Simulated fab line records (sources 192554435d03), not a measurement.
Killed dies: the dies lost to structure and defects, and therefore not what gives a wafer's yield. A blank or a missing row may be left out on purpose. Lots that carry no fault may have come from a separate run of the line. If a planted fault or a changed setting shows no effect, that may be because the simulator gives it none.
What tool caused it? || flow n5Finfet || 23 lots, 69 wafers sampled, at 1 step of a route of 1938

## WHAT THE GAUGES SHOWED, per wafer
N5_BEOL_M4_INSPECT_30: inspects for defects (brightfield).
{"lot": "L074", "measured": "day 7 18:16", "on": "defectInspect-02", "rawDefectCount": "354 438 392"}
{"lot": "L075", "measured": "day 8 04:32", "on": "defectInspect-02", "rawDefectCount": "437 462 578"}
{"lot": "L076", "measured": "day 9 03:42", "on": "defectInspect-01", "rawDefectCount": "387 310 449"}
{"lot": "L078", "measured": "day 9 05:35", "on": "defectInspect-01", "rawDefectCount": "416 354 382"}
{"lot": "L081", "measured": "day 9 09:02", "on": "defectInspect-01", "rawDefectCount": "480 533 648"}
{"lot": "L077", "measured": "day 9 09:13", "on": "defectInspect-02", "rawDefectCount": "255 318 292"}
{"lot": "L079", "measured": "day 9 09:59", "on": "defectInspect-02", "rawDefectCount": "394 384 299"}
{"lot": "L080", "measured": "day 9 12:16", "on": "defectInspect-02", "rawDefectCount": "461 477 347"}
{"lot": "L082", "measured": "day 9 12:26", "on": "defectInspect-02", "rawDefectCount": "452 376 364"}
{"lot": "L083", "measured": "day 9 17:19", "on": "defectInspect-01", "rawDefectCount": "407 449 463"}
{"lot": "L084", "measured": "day 9 21:54", "on": "defectInspect-01", "rawDefectCount": "389 406 300"}
{"lot": "L085", "measured": "day 10 20:23", "on": "defectInspect-01", "rawDefectCount": "619 468 443"}
{"lot": "L086", "measured": "day 11 05:36", "on": "defectInspect-02", "rawDefectCount": "491 320 428"}
{"lot": "L088", "measured": "day 11 17:42", "on": "defectInspect-01", "rawDefectCount": "465 315 395"}
{"lot": "L091", "measured": "day 11 22:42", "on": "defectInspect-01", "rawDefectCount": "414 339 340"}
{"lot": "L089", "measured": "day 12 00:32", "on": "defectInspect-01", "rawDefectCount": "483 457 296"}
{"lot": "L090", "measured": "day 12 05:29", "on": "defectInspect-02", "rawDefectCount": "499 354 366"}
{"lot": "L093", "measured": "day 12 14:55", "on": "defectInspect-02", "rawDefectCount": "436 261 279"}
{"lot": "L092", "measured": "day 12 18:35", "on": "defectInspect-01", "rawDefectCount": "380 415 353"}
{"lot": "L094", "measured": "day 12 19:40", "on": "defectInspect-02", "rawDefectCount": "534 470 472"}
{"lot": "L095", "measured": "day 13 09:44", "on": "defectInspect-01", "rawDefectCount": "402 381 463"}
{"lot": "L097", "measured": "day 13 16:59", "on": "defectInspect-01", "rawDefectCount": "471 476 383"}
{"lot": "L096", "measured": "day 13 20:23", "on": "defectInspect-02", "rawDefectCount": "461 359 472"}

## TOOL THAT RAN EACH LOT (tool first, then ch and the chambers of the sampled wafers, then the start)
Record: no process step prior to these readings.

## AS READ BY THE TOOLS THEMSELVES (means over the sampled wafers that have a number; for cases with no such wafer, the mark the record gives instead)
The record holds no such reading with a usual standard deviation.

## THE ANSWER, worked out from the rows above alone
Rule: the lots themselves supply what counts as usual. The widest of any qualifying gaps counts: lots, ordered by their means at a reading, are off when they make up no more than a third of the lots, leave a main group of 4 or more, and stand apart from it by 3 or more times the standard deviation of that group's means. A main group is skipped when, at the precision printed for the reading in the tables above, its means are all equal. A lot without any number at a reading at which 4 lots or more have one is off too. The other lots that the step has rows for count as sound. After the gauges, taken in route order, come the tools' own readings; for these a lot's mean is taken, as printed above. The first step at which some lot is off is used, and at that step the reading that is off furthest; a lot without a number counts as furthest.
No lot is off at any reading shown: from this, nothing can be told.

## WHAT HAD BEEN PUT IN BY THE SIMULATOR
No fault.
